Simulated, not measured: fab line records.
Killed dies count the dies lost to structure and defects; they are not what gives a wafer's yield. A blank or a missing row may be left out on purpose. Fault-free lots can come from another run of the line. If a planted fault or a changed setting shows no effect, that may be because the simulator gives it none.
Shared-tool check    flow nand-harc    Sample size 3 lots and 9 wafers

== THE REASON FOR OPENING IT ==
At NHARC_END_SORT_01 the reading killed-at-array is flagged on 3 of 3 lots. No-fault wafers: 58, standard deviation 20.
Rule: a lot is flagged in two cases, either no wafer of it has a number, or all its wafers with numbers fall more than 4 standard deviations from that mean. As for the other lots, they are considered sound.

lot   measured      on         killed-at-array, wafer by wafer  flag
L404  day 29 16:34  prober-01  673 673 665                      FLAGGED
L408  day 31 02:40  prober-02  673 674 675                      FLAGGED
L406  day 31 04:09  prober-01  673 671 673                      FLAGGED
The numbers of the flagged lots are 672 on average: +614 against the usual, or +31 standard deviations.

== WHICH TOOL EACH LOT WENT THROUGH ==
3 process steps preceding the reading are held in the record, out of 1302 steps in the route. Every cell lists first the tool, next ch and the chambers used by the sampled wafers, and last the start.
lot   flag     NHARC_A_CONTACT_DESCUM_74           NHARC_A_CONTACT_ETCH_124              NHARC_A_CONTACT_ETCH_129
L404  FLAGGED  rie-diel-06 ch 0,1,2, day 26 23:31  har-cap-etch-03 ch 0,1, day 27 01:03  har-cap-etch-03 ch 0,1, day 27 01:57
L408  FLAGGED  rie-diel-04 ch 0,3, day 28 14:47    har-cap-etch-02 ch 0,1, day 28 16:29  har-cap-etch-02 ch 0,1, day 28 17:24
L406  FLAGGED  rie-diel-04 ch 2,3, day 28 15:11    har-cap-etch-03 ch 0,1, day 28 17:44  har-cap-etch-03 ch 0,1, day 28 18:38
What is done by these steps:
- NHARC_A_CONTACT_DESCUM_74: chemistry O2, time 3 s.
- NHARC_A_CONTACT_ETCH_124: etches the open film in C4F8/O2/Ar, time 140 s, target depth 700 nm.
- NHARC_A_CONTACT_ETCH_129: etches the open film in C4F8/O2/Ar, time 197 s, target depth 1918 nm.
- NHARC_END_SORT_01

== FLAGGED OVER TOTAL, TOOL BY TOOL (the gauges that took the reading come last) ==
step                       tool             lots run  flagged  share of the flagged lots  sound lots run after its first flagged lot
NHARC_A_CONTACT_DESCUM_74  rie-diel-04      2         2        some                       0
NHARC_A_CONTACT_DESCUM_74  rie-diel-06      1         1        some                       0
NHARC_A_CONTACT_ETCH_124   har-cap-etch-02  1         1        some                       0
NHARC_A_CONTACT_ETCH_124   har-cap-etch-03  2         2        some                       0
NHARC_A_CONTACT_ETCH_129   har-cap-etch-02  1         1        some                       0
NHARC_A_CONTACT_ETCH_129   har-cap-etch-03  2         2        some                       0
NHARC_END_SORT_01          prober-01        2         2        some                       0
NHARC_END_SORT_01          prober-02        1         1        some                       0

== WHAT THE TABLE PERMITS ==
No row of the table ran every flagged lot.

== WHAT THE SIMULATOR HAD PUT IN ==
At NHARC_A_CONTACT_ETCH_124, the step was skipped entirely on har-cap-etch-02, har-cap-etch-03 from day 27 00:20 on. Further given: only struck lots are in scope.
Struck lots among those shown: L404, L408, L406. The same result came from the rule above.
